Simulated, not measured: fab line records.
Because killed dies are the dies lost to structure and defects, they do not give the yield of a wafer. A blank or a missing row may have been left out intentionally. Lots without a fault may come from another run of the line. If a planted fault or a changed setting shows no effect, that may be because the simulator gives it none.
Matching of chambers	flow nandHarc	4 sister chambers for NHARC_A_M0_ETCH_34 on rieDiel-10
The step etches the open film in N2/H2, target depth 40 nm, overetch 12 nm, time 43.94 s. 4 wafers are shown with their chamber, then 7 later ones without.

## WAFERS WITH THEIR CHAMBER
wafer	chamber	rfVppV (V)
L081.3	0	435.7
L081.4	3	428.2
L081.1	2	428.7
L081.5	1	432.9

## WAFERS WITHOUT THEIR CHAMBER
wafer	rfVppV (V)
L081.6	428.2
L082.1	427.6
L082.2	434.6
L082.4	434.3
L085.3	433.2
L085.4	429.2
L085.5	426.8

## THE CHAMBER EACH PASSED THROUGH
wafer	from the rows above	in truth
L081.6	can't be placed: 3 or 2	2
L082.1	can't be placed: 3 or 2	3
L082.2	can't be placed: 0 or 1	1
L082.4	can't be placed: 0 or 1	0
L085.3	1	1
L085.4	can't be placed: 2 or 3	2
L085.5	can't be placed: 3 or 2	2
Placed correctly: 1 of 7. Unplaceable from these rows: 6, with the true chamber sitting among the candidates in 6. Number placed wrongly: 0.
How it was worked out, from the rows above alone: a wafer's distance from a chamber is the root of the sum, over the readings, of the square of ((its reading less the chamber's mean) divided by the reading's scatter). If the next closest chamber is less than 2 further off than the closest, the wafer can't be placed; otherwise it belongs to the closest. The mean given for a chamber averages the wafers shown for that chamber. The scatter (one wafer shown for each chamber): square how far every hidden wafer sits from the nearest shown wafer, average those squares and take the square root.
